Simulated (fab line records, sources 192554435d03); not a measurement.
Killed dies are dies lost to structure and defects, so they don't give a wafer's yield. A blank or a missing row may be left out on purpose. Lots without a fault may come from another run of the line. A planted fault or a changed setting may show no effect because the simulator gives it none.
Split-lot experiment | flow n5_finfet | 7 lots, 21 wafers read, on a route of 1938 steps

THE SPLIT
At N5_MOL_CONTACT_COAG_COAT_78 (resist thk 40 nm), the setting spin_rpm was moved away from the recipe's 1500 rpm on 4 of the 21 wafers read, by -8.9% to +11.2%. The other wafers ran this setting at the recipe's value.

The reading is taken at the split's own step.

THE READING
CAR-EUV_of_MOL_CONTACT_COAG_COAT_78.thk_nm (the simulator's own value, which no gauge read), in nm, at N5_MOL_CONTACT_COAG_COAT_78 (resist thk 40 nm). The file gives no usual value for it. The 17 wafers here that ran the recipe average 40.0 nm, standard deviation 0.12 nm.

wafer  | tool, chamber at the split | spin_rpm as run, rpm | against the recipe | CAR-EUV_of_MOL_CONTACT_COAG_COAT_78.thk_nm, nm | against lot-mates on the recipe
L075.1 | litho_track-02, 0          | 1500                 | recipe             | 40                                             | -
L075.3 | litho_track-02, 0          | 1565                 | +4.3%              | 39.4                                           | -0.6
L075.4 | litho_track-02, 0          | 1565                 | +4.3%              | 39.2                                           | -0.8
L077.2 | litho_track-05, 0          | 1500                 | recipe             | 40.2                                           | -
L077.3 | litho_track-05, 0          | 1500                 | recipe             | 40.2                                           | -
L077.6 | litho_track-05, 0          | 1500                 | recipe             | 40.2                                           | -
L078.2 | litho_track-02, 0          | 1500                 | recipe             | 40                                             | -
L078.4 | litho_track-02, 0          | 1500                 | recipe             | 40                                             | -
L078.5 | litho_track-02, 0          | 1500                 | recipe             | 40                                             | -
L082.2 | litho_track-02, 0          | 1500                 | recipe             | 40.2                                           | -
L082.4 | litho_track-02, 0          | 1500                 | recipe             | 39.8                                           | -
L082.6 | litho_track-02, 0          | 1367                 | -8.9%              | 42                                             | +2.0
L084.1 | litho_track-05, 0          | 1500                 | recipe             | 39.8                                           | -
L084.3 | litho_track-05, 0          | 1500                 | recipe             | 40                                             | -
L084.6 | litho_track-05, 0          | 1668                 | +11.2%             | 37.8                                           | -2.1
L091.1 | litho_track-02, 0          | 1500                 | recipe             | 40                                             | -
L091.2 | litho_track-02, 0          | 1500                 | recipe             | 40                                             | -
L091.3 | litho_track-02, 0          | 1500                 | recipe             | 40                                             | -
L095.3 | litho_track-05, 0          | 1500                 | recipe             | 40.2                                           | -
L095.5 | litho_track-05, 0          | 1500                 | recipe             | 40                                             | -
L095.6 | litho_track-05, 0          | 1500                 | recipe             | 40                                             | -

THE FIT
A straight line over all 21 wafers: CAR-EUV_of_MOL_CONTACT_COAG_COAT_78.thk_nm changes by -0.203 nm for each +1% of spin_rpm; r = -0.98; the points scatter about the line by 0.13 nm.
The same after taking each lot's own level away (the mean of its wafers on the recipe; 21 wafers): -0.197 nm for each +1%; r = -0.99; scatter 0.11 nm.
On that fit, the largest move of spin_rpm shifts the reading by 2.2 nm.
The lots' own levels span 39.90 to 40.20 nm, that is 2.4 times the standard deviation above.
So the lot-to-lot level changes the slope little: the two slopes agree.
Check: with one of the wafers moved furthest among these (+11.2%) left out of the fit, the line predicts -2.27 nm for it against its lot-mates. It came out at -2.1 nm against them.

OTHER SPLITS ON THESE WAFERS
These wafers also went through other splits before the reading. Each is held against what the fit with the lots' levels taken away leaves over:
other split on the same wafers        | wafers away from the commonest value | r with CAR-EUV_of_MOL_CONTACT_COAG_COAT_78.thk_nm (lot level and that fit taken away)
N5_SD_EPI_P_EPI_21 time_s             | 5                                    | +0.10
N5_HKMG_FIN_EXPOSE_46 dose_mj         | 8                                    | -0.10
N5_HKMG_FIN_ETCH_55 bias_w            | 7                                    | +0.05
N5_HKMG_FIN_ETCH_35 time_s            | 5                                    | -0.43
N5_GATE_CUT_DESCUM_18 time_s          | 6                                    | -0.24
N5_GATE_CUT_ETCH_36 cf4_flow_sccm     | 7                                    | -0.30
N5_MOL_CONTACT_COAG_ALD_27 ald_cycles | 7                                    | +0.27

THE FILE'S OWN FIT
CAR-EUV_of_MOL_CONTACT_COAG_COAT_78.thk_nm changes by -0.199 nm for each +1% of spin_rpm, r = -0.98.
